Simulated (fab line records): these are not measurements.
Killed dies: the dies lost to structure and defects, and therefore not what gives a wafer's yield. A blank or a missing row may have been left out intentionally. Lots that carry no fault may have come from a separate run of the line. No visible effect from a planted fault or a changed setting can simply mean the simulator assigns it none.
3 desks, one fault ; flow n5 finfet ; what lay behind the numbers comes last; until then each desk has only its own

## METROLOGY DESK
What the gauges read, lot by lot, whatever tool the lot ran on: means of the sampled wafers that have a number. A lot is out of limits, marked OUT, if its mean lies more than 4 standard deviations from the usual mean; the brackets give that distance. Shown here are 7 of its 11 readings, the ones lying furthest out on some lot.
Columns: A = M3_OVL at N5_BEOL_M3_OVL_MEAS_12, usual 0.1 nm; B = DIBL_N at N5_BEOL_M4_RC_MEAS_101, usual 36.1 mV/V; C = IOFF_N at N5_BEOL_M4_RC_MEAS_101, usual 0.16 nA/um; D = IOFF_P at N5_BEOL_M4_RC_MEAS_101, usual 0.21 nA/um; E = ION_P at N5_BEOL_M4_RC_MEAS_101, usual 465 uA/um; F = VT_N at N5_BEOL_M4_RC_MEAS_101, usual 249 mV; G = VT_P at N5_BEOL_M4_RC_MEAS_101, usual -250.0 mV
lot;first seen here;A;B;C;D;E;F;G
L900;day 7 01:22;-0.1;34.4;0.14;0.23;468;254;-245.4
L908;day 9 05:13;-0.0;37.2;0.17;0.19;454;251;-253.6
L910;day 9 11:32;0.7;35.7;0.15;0.21;465;247;-249.9
L916;day 11 16:01;-0.2;33.4;0.13;0.16;456;250;-255.4
L917;day 11 23:11;0.5;34.7;0.15;0.20;464;252;-249.8
L921;day 12 14:23;0.8;36.9;0.18;0.19;453;250;-254.4
L919;day 12 18:23;0.6;34.4;0.14;0.20;464;250;-249.8
L923;day 13 00:07;-0.9;35.5;0.15;0.21;467;251;-250.2
L920;day 13 01:59;0.2;34.8;0.14;0.20;468;251;-248.0
L922;day 13 06:53;0.5;38.0;0.21;0.27;470;244;-246.3
This desk's verdict: no lot among the 10 shows anything out of limits.

## DESK OF THE TOOL OWNER: rie diel-02
The tool's own readings at N5_BEOL_M3_ETCH_64 (etches SOC in N2/H2, target depth 75 nm, overetch 15 nm, time 112.5 s): means of the sampled wafers that have a number, for each lot that ran on this tool. A lot is out of limits, marked OUT, if its mean lies more than 4 standard deviations from the usual mean; the brackets give that distance.
Columns: A = bias w at N5_BEOL_M3_ETCH_64, usual 150.0 W; B = drypump motor current A at N5_BEOL_M3_ETCH_64, usual 6.0 A; C = oes product au at N5_BEOL_M3_ETCH_64, usual 0.63 a.u.; D = rf vpp V at N5_BEOL_M3_ETCH_64, usual 523.7 V; E = showerhead plenum p Torr at N5_BEOL_M3_ETCH_64, usual 2.53 Torr; F = throttle valve pct at N5_BEOL_M3_ETCH_64, usual 17.76 %
lot;first seen here;A;B;C;D;E;F
L908;day 9 05:23;149.9;6.1;0.61;521.9;2.47;17.69
L910;day 9 12:38;149.6;5.7;0.58;520.9;2.42;17.95
L921;day 12 14:33;150.1;6.2;0.70;526.6;2.64;17.62
L923;day 13 00:17;149.8;6.3;0.61;523.0;2.50;17.55
This desk's verdict: no lot among the 4 shows anything out of limits.

## THE DEFECT DESK
For each lot, the counts of the inspections along the route, averaged over the sampled wafers that have a number. A lot is out of limits, marked OUT, if its mean lies more than 4 standard deviations from the usual mean; the brackets give that distance.
Columns: A = raw defect count at N5_BEOL_M3_INSPECT_30, usual 383
lot;first seen here;A
L900;day 7 02:29;474
L908;day 9 06:16;1194 (+8.7) OUT
L910;day 9 13:38;1349 (+10) OUT
L916;day 11 17:15;417
L917;day 12 00:07;592
L921;day 12 15:26;394
L919;day 12 19:31;455
L923;day 13 01:10;364
L920;day 13 02:55;360
L922;day 13 07:51;355
Finding of this desk: L908, L910 out of limits; the first was L908 at day 9 06:16, on raw defect count at N5_BEOL_M3_INSPECT_30. L900, L916, L917, L921, L919, L923, L920, L922: within limits.

## TAKEN TOGETHER
The defect desk could have raised an alarm at day 9 06:16, on L908, L910.
At the metrology desk, nothing out of limits was observed.
The tool owner's desk saw nothing out of limits.
The metrology desk holds a record of L908, L910, inside its limits.
The tool owner's desk has L908, L910 on record, within its limits.
Of the lots named, all ran N5_BEOL_M3_ETCH_64 on rie diel-02.

## WHAT THE SIMULATOR PUT IN
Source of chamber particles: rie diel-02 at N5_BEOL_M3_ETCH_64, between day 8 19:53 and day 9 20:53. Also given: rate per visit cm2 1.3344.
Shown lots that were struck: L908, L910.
Hours from the fault's start to each desk's first reading out of limits: the defect desk, 10.
